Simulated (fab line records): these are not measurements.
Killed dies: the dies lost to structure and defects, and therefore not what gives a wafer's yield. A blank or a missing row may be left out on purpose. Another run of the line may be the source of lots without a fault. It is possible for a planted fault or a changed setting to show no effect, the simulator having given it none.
fab line records -- flow nand-harc
[record] lots = 8, wafers = 24, last-day = 32
route steps=1302 shown P_GATE@111 A_BONDPAD@1225 HYBRID_BOND@1237 THIN_TSV@1259 END@1301
lots that met no fault: from a run of the same line without faults
start-h: the number of hours between the record's first day and the start of the first shown wafer of the lot -- wait-h: time in hours since the lot's previous step -- " repeats the value in the row above -- L1.1+2: a row that stands for several wafers -- - either no value or no given start -- * or withheld: withheld -- < > ~ a bound
route shown NAME@n: NAME is a module with steps in the file, n the number in the route of the first one -- usual: the fault-free wafers' mean and standard deviation -- same: alike in all rows -- chamber/n: place in a boat -- sites: readings site by site -- _std_site: standard deviation of those values -- _edge_site: inner sites' mean taken away from outer sites' mean -- radius-mm: for every site, how far away it sits from the centre of the wafer -- mask NAME#n: copy n -- behind: the last tool/chamber to shape the wafer -- hold: what put the lot on hold/how long, in hours/how the hold closed -- device: names the non-switching transistor (n, p or np) -- end of line: tests of these same wafers at the route's end -- a step without rows: its recipe alone -- killed: dies lost to structure and defects at the first sort, not the wafer's yield -- map: per-die view of a wafer (x killed, . not killed, _ where there is no die)
set.NAME: the run value of the setting; set.NAME@STEP: its run value at that earlier step -- model.NAME: the simulator's own value behind a step, which no gauge read
steps of the route over a sample of lots; a table a step, a row a wafer
services: the hour from which a tool's chamber was out of use, counted from the record's first day as start-h (under 0 if before that day), plus the number of hours and why
[[steps]]
[step NHARC_P_GATE_PRECLEAN_70]
[recipe] time-s = *, temp-c = 50, bath-age-min = 0, chemistry = SC1
[usual] bath-guard-temp-C = 49.9/0.43
lot.wafer,tool,chamber,start-h,wait-h,bath-guard-temp-C
L986.2,wet-bench-09,1,71.58,0.1,50.0
L986.5,wet-bench-09,4,71.58,0.1,49.2
L986.1,wet-bench-09,6,71.58,0.1,49.8
L987.5,wet-bench-09,3,84.63,0.1,50.1
L987.2,wet-bench-09,6,84.63,0.1,49.5
L987.3,wet-bench-09,7,84.63,0.1,49.2
L988.3,wet-bench-07,5,96.51,0.1,49.1
L988.6,wet-bench-07,6,96.51,0.1,49.7
L988.5,wet-bench-07,1,96.51,0.1,50.1
L992.2,wet-bench-07,0,139.20,0.1,49.5
L992.6,wet-bench-07,4,139.20,0.1,51.1
L992.4,wet-bench-07,5,139.20,0.1,49.5
L997.1,wet-bench-07,7,184.35,0.1,50.3
L997.6,wet-bench-07,1,184.35,0.1,50.2
L997.3,wet-bench-07,2,184.35,0.1,49.5
L101.3,wet-bench-04,2,219.04,0.1,50.0
L101.2,wet-bench-04,3,219.04,0.1,50.5
L101.1,wet-bench-04,5,219.04,0.1,50.3
L102.4,wet-bench-09,6,230.03,0.1,49.9
L102.5,wet-bench-09,7,230.03,0.1,49.3
L102.1,wet-bench-09,0,230.03,0.1,49.8
L107.2,wet-bench-04,2,281.46,0.1,49.7
L107.1,wet-bench-04,4,281.46,0.1,50.3
L107.5,wet-bench-04,5,281.46,0.1,50.8
[step NHARC_A_BONDPAD_DEGAS_25]
[recipe] temp-c = 300, time-s = 60
[usual] heater-power-w = 464/44
lot.wafer,tool,chamber,start-h,wait-h,heater-power-w
L986.2,pvd-sputter-02,-,548.36,-,423
L986.1,pvd-sputter-02,-,548.36,-,390
L986.5,pvd-sputter-02,-,548.36,-,440
L987.3,pvd-sputter-03,-,549.16,-,431
L987.2,pvd-sputter-03,-,549.16,-,457
L987.5,pvd-sputter-03,-,549.16,-,422
L988.3,pvd-sputter-02,-,551.10,-,432
L988.5,pvd-sputter-02,-,551.10,-,398
L988.6,pvd-sputter-02,-,551.10,-,462
L992.2,pvd-sputter-02,-,608.77,-,446
L992.4,pvd-sputter-02,-,608.77,-,497
L992.6,pvd-sputter-02,-,608.77,-,435
L997.3,pvd-sputter-03,-,640.72,-,549
L997.1,pvd-sputter-03,-,640.72,-,452
L997.6,pvd-sputter-03,-,640.72,-,538
L101.1,pvd-sputter-03,-,684.19,-,452
L101.3,pvd-sputter-03,-,684.19,-,569
L101.2,pvd-sputter-03,-,684.19,-,497
L102.1,pvd-sputter-01,-,687.72,-,480
L102.4,pvd-sputter-01,-,687.72,-,413
L102.5,pvd-sputter-01,-,687.72,-,417
L107.1,pvd-sputter-02,-,738.30,-,460
L107.2,pvd-sputter-02,-,738.30,-,447
L107.5,pvd-sputter-02,-,738.30,-,455
[step NHARC_HYBRID_BOND_ACTIVATE_00]
[recipe] time-s = 60, n2-flow-sccm = 200, ar-flow-sccm = 0, bias-power-w = 0, chemistry = N2
[usual] drypump-motor-current-A = 5.8/0.47, n2-flow-sccm = 200.0/0.58, oes-product-au = 0.996/0.01, rf-vpp-V = 64.1/0.9, showerhead-plenum-p-Torr = 1.75/0.079
[same] bias-power-w = 0
lot.wafer,tool,chamber,start-h,wait-h,drypump-motor-current-A,n2-flow-sccm,oes-product-au,rf-hours-counter-h,rf-vpp-V,showerhead-plenum-p-Torr
L986.1,rie-diel-05,2,550.04,0.1,5.7,199.7,1.012,12,62.9,1.84
L986.2,rie-diel-05,0,550.04,0.1,5.3,200.0,1.005,12,64.9,1.82
L986.5,rie-diel-05,2,550.04,0.1,5.7,200.6,1.014,-,63.3,1.84
L987.3,rie-diel-05,3,550.85,0.1,6.3,200.2,0.996,11,65.1,1.63
L987.2,rie-diel-05,2,550.85,0.1,5.7,199.5,1.005,12,63.7,1.84
L987.5,rie-diel-05,3,550.85,0.1,6.3,200.1,0.987,-,64.3,1.63
L988.3,rie-diel-05,0,552.80,0.1,5.3,200.9,1.007,12,63.8,1.82
L988.5,rie-diel-05,2,552.80,0.1,5.8,200.4,1.010,-,63.5,1.84
L988.6,rie-diel-05,3,552.80,0.1,6.3,201.4,0.993,-,64.1,1.63
L992.2,rie-diel-05,2,610.48,0.1,5.8,200.4,0.993,0,63.8,1.84
L992.4,rie-diel-05,3,610.48,0.1,6.3,200.4,1.004,0,62.5,1.63
L992.6,rie-diel-05,0,610.48,0.1,5.3,200.2,0.985,-,64.5,1.82
L997.3,rie-diel-05,3,642.42,0.1,6.3,200.4,1.003,4,64.2,1.63
L997.1,rie-diel-05,1,642.42,0.1,6.3,200.4,0.997,4,62.8,1.77
L997.6,rie-diel-05,3,642.42,0.1,6.3,200.2,0.998,-,64.0,1.63
L101.1,rie-diel-08,2,685.88,0.1,5.9,200.5,0.995,39,64.0,1.72
L101.2,rie-diel-08,0,685.88,0.1,5.3,201.0,1.030,44,64.4,1.74
L101.3,rie-diel-08,1,685.88,0.1,4.8,200.0,1.005,42,64.3,1.71
L102.1,rie-diel-05,0,689.43,0.1,5.3,199.5,0.994,6,64.8,1.81
L102.4,rie-diel-05,1,689.43,0.1,6.3,200.9,0.989,7,64.4,1.77
L102.5,rie-diel-05,1,689.43,0.1,6.3,200.6,0.981,-,64.4,1.77
L107.1,rie-diel-05,3,740.01,0.1,6.3,200.4,0.995,10,65.2,1.63
L107.2,rie-diel-05,0,740.01,0.1,5.3,200.5,0.988,10,65.5,1.81
L107.5,rie-diel-05,0,740.01,0.1,5.3,200.3,0.987,-,64.4,1.81
[step NHARC_THIN_TSV_CD_MEAS_12]
[recipe] target-cd-nm = 1000, landing-energy-ev = 500
[usual] cd-nm = 999.3/1.8
lot.wafer,tool,chamber,start-h,wait-h,cd-nm
L987.2,cd-sem-03,0,562.33,-,1001.2
L987.3,cd-sem-03,0,562.33,-,1002.6
L987.5,cd-sem-03,0,562.33,-,998.9
L986.1,cd-sem-03,0,563.42,-,1000.3
L986.2,cd-sem-03,0,563.42,-,998.0
L986.5,cd-sem-03,0,563.42,-,1000.3
L988.3,cd-sem-01,0,564.65,-,999.1
L988.5,cd-sem-01,0,564.65,-,999.0
L988.6,cd-sem-01,0,564.65,-,998.1
L992.2,cd-sem-01,0,625.52,-,997.9
L992.4,cd-sem-01,0,625.52,-,997.8
L992.6,cd-sem-01,0,625.52,-,998.6
L997.1,cd-sem-01,0,655.21,-,1001.4
L997.3,cd-sem-01,0,655.21,-,1000.6
L997.6,cd-sem-01,0,655.21,-,1003.4
L101.1,cd-sem-02,0,701.40,-,999.4
L101.2,cd-sem-02,0,701.40,-,999.8
L101.3,cd-sem-02,0,701.40,-,996.6
L102.1,cd-sem-01,0,703.84,-,995.5
L102.4,cd-sem-01,0,703.84,-,997.4
L102.5,cd-sem-01,0,703.84,-,995.2
L107.1,cd-sem-01,0,757.71,-,998.4
L107.2,cd-sem-01,0,757.71,-,999.8
L107.5,cd-sem-01,0,757.71,-,998.7
[step NHARC_END_WLT_00]
[usual] VT_DECK1_BOTTOM = 0.871/0.0076, VT_DECK1_BOTTOM_INNER = 0.872/0.0075, VT_DECK1_MEDIAN_NEAR_BOTTOM = 0.872/0.0079, VT_DECK1_MEDIAN_NEAR_BOTTOM_INNER = 0.873/0.007, VT_DECK1_MIDDLE = 0.884/0.0073, VT_DECK1_MIDDLE_INNER = 0.884/0.0069, VT_DECK1_TOP = 0.895/0.007, VT_DECK1_TOP_INNER = 0.896/0.0074, VT_DECK2_BOTTOM = 0.872/0.0064, VT_DECK2_BOTTOM_INNER = 0.871/0.0066, VT_DECK2_MEDIAN_NEAR_BOTTOM = 0.872/0.0065, VT_DECK2_MEDIAN_NEAR_BOTTOM_INNER = 0.873/0.0073, VT_DECK2_MIDDLE = 0.885/0.0061, VT_DECK2_MIDDLE_INNER = 0.886/0.0068, VT_DECK2_TOP = 0.896/0.0064, VT_DECK2_TOP_INNER = 0.896/0.0064
lot.wafer,tool,chamber,start-h,wait-h,VT_DECK1_BOTTOM,VT_DECK1_BOTTOM_INNER,VT_DECK1_MEDIAN_NEAR_BOTTOM,VT_DECK1_MEDIAN_NEAR_BOTTOM_INNER,VT_DECK1_MIDDLE,VT_DECK1_MIDDLE_INNER,VT_DECK1_TOP,VT_DECK1_TOP_INNER,VT_DECK2_BOTTOM,VT_DECK2_BOTTOM_INNER,VT_DECK2_MEDIAN_NEAR_BOTTOM,VT_DECK2_MEDIAN_NEAR_BOTTOM_INNER,VT_DECK2_MIDDLE,VT_DECK2_MIDDLE_INNER,VT_DECK2_TOP,VT_DECK2_TOP_INNER
L986.1,prober-01,-,576.67,0.0,0.866,0.879,0.868,0.870,0.880,0.882,0.881,0.897,0.867,0.863,0.867,0.862,0.886,0.882,0.891,0.884
L986.2,prober-01,-,576.67,0.0,0.872,0.870,0.869,0.873,0.873,0.887,0.885,0.888,0.863,0.862,0.867,0.861,0.870,0.876,0.889,0.888
L986.5,prober-01,-,578.66,2.0,0.866,0.883,0.882,0.876,0.877,0.881,0.885,0.893,0.862,0.858,0.865,0.862,0.871,0.869,0.896,0.888
L987.2,prober-02,-,577.19,0.6,0.878,0.877,0.873,0.883,0.895,0.895,0.900,0.900,0.872,0.873,0.861,0.867,0.874,0.883,0.887,0.884
L987.3,prober-02,-,577.19,0.6,0.881,0.884,0.883,0.885,0.895,0.895,0.903,0.902,0.872,0.863,0.866,0.864,0.868,0.875,0.883,0.888
L987.5,prober-02,-,578.70,2.1,0.880,0.884,0.881,0.883,0.893,0.889,0.896,0.900,0.863,0.867,0.868,0.870,0.885,0.881,0.895,0.891
L988.3,prober-01,-,585.47,8.8,0.862,0.867,0.859,0.864,0.876,0.879,0.880,0.890,0.862,0.867,0.864,0.868,0.887,0.888,0.886,0.898
L988.5,prober-01,-,585.47,8.8,0.867,0.868,0.861,0.863,0.876,0.878,0.885,0.897,0.873,0.868,0.871,0.868,0.883,0.888,0.891,0.890
L988.6,prober-01,-,585.47,8.8,0.860,0.865,0.863,0.867,0.879,0.879,0.885,0.893,0.879,0.874,0.875,0.872,0.889,0.891,0.898,0.896
L992.2,prober-02,-,638.28,0.7,0.907,0.909,0.909,0.898,0.920,0.925,0.919,0.923,0.898,0.894,0.892,0.896,0.913,0.906,0.919,0.921
L992.4,prober-02,-,639.28,1.7,0.895,0.902,0.903,0.906,0.926,0.915,0.933,0.927,0.888,0.895,0.890,0.886,0.904,0.907,0.917,0.917
L992.6,prober-02,-,640.28,2.7,0.901,0.910,0.902,0.907,0.918,0.914,0.915,0.922,0.896,0.888,0.891,0.890,0.911,0.907,0.916,0.918
L997.1,prober-01,-,667.03,1.2,0.899,0.906,0.896,0.901,0.904,0.921,0.916,0.932,0.896,0.896,0.897,0.899,0.908,0.913,0.925,0.922
L997.3,prober-01,-,668.03,2.2,0.901,0.903,0.890,0.898,0.907,0.911,0.919,0.914,0.890,0.890,0.893,0.893,0.910,0.899,0.918,0.910
L997.6,prober-01,-,669.52,3.7,0.891,0.893,0.892,0.892,0.904,0.904,0.914,0.917,0.885,0.886,0.888,0.877,0.910,0.896,0.919,0.914
L102.1,prober-01,-,713.67,0.0,0.861,0.861,0.858,0.863,0.875,0.880,0.889,0.888,0.871,0.873,0.874,0.874,0.888,0.898,0.903,0.901
L102.4,prober-01,-,715.16,1.5,0.866,0.857,0.861,0.869,0.885,0.882,0.895,0.887,0.872,0.872,0.880,0.876,0.887,0.893,0.893,0.903
L102.5,prober-01,-,715.16,1.5,0.863,0.863,0.865,0.862,0.873,0.871,0.884,0.886,0.876,0.881,0.874,0.881,0.893,0.894,0.912,0.901
L101.1,prober-02,-,713.69,0.1,0.869,0.871,0.865,0.876,0.881,0.889,0.890,0.890,0.871,0.864,0.870,0.865,0.883,0.883,0.896,0.890
L101.2,prober-02,-,713.69,0.1,0.868,0.873,0.869,0.872,0.882,0.877,0.893,0.892,0.864,0.864,0.861,0.868,0.877,0.889,0.891,0.893
L101.3,prober-02,-,713.69,0.1,0.859,0.862,0.857,0.869,0.875,0.881,0.889,0.898,0.876,0.873,0.868,0.870,0.884,0.881,0.904,0.893
L107.1,prober-02,-,771.16,2.8,0.873,0.884,0.866,0.880,0.891,0.887,0.902,0.903,0.874,0.872,0.877,0.877,0.884,0.887,0.893,0.892
L107.2,prober-02,-,771.16,2.8,0.866,0.874,0.879,0.877,0.895,0.888,0.896,0.898,0.881,0.882,0.879,0.881,0.888,0.885,0.890,0.899
L107.5,prober-02,-,773.15,4.8,0.878,0.879,0.871,0.880,0.891,0.886,0.899,0.899,0.877,0.867,0.878,0.878,0.885,0.891,0.892,0.897
[[services]]
tool,chamber,start-h,hours,kind
rie-diel-05,-,52.60,9.0,pm
rie-diel-05,2,97.60,60.3,repair
pvd-sputter-02,-,104.00,10.0,pm
rie-diel-05,1,112.74,5.0,repair
wet-bench-07,-,160.00,8.0,pm
pvd-sputter-03,-,170.18,10.0,pm
wet-bench-09,-,176.92,8.0,pm
rie-diel-05,-,192.08,1.6,repair
rie-diel-05,1,212.58,10.1,repair
rie-diel-05,-,229.60,9.0,pm
pvd-sputter-02,-,282.00,10.0,pm
wet-bench-07,-,294.76,1.8,repair
rie-diel-05,3,301.09,3.7,repair
wet-bench-07,-,336.00,8.0,pm
pvd-sputter-03,-,348.18,10.0,pm
wet-bench-09,-,352.92,8.0,pm
rie-diel-05,-,406.60,9.0,pm
pvd-sputter-02,-,460.00,10.0,pm
rie-diel-05,-,490.30,0.9,repair
rie-diel-05,3,503.44,7.9,repair
pvd-sputter-02,-,559.35,4.8,repair
rie-diel-05,-,583.66,9.0,pm
pvd-sputter-02,-,638.00,10.0,pm
rie-diel-05,1,738.44,7.6,repair
[[key]]
[first-sign] step = NHARC_END_WLT_00, reading = VT_DECK1_MIDDLE_INNER, direction = up, sigmas = 4.5, usual = 0.884, struck = 0.915
[effect] step = NHARC_END_WLT_00, reading = VT_DECK1_BOTTOM_INNER, direction = up, sigmas = 4.3, usual = 0.872, struck = 0.904
met-at NHARC_P_GATE_PRECLEAN_70
struck-lots L992,L997
tester-left-out L992,L997
not-acting-at NHARC_A_BONDPAD_DEGAS_25,NHARC_HYBRID_BOND_ACTIVATE_00,NHARC_THIN_TSV_CD_MEAS_12
onset-between 96.51 139.20
[fault] kind = metallic-contamination-source, tool = wet-bench-07, chamber = -, onset-h = 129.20, steps = NHARC_P_GATE_PRECLEAN_70, rate-cm2-per-visit = 4.6353e+11, species = metal-fe-cm2
// tester-left-out: of these lots the tester's yield and bins aren't shown, on N5 and GAA mostly nor the transistor test; their killed dies are dies lost to structure and defects alone, not to doping, threshold or leakage, so they don't give the yield
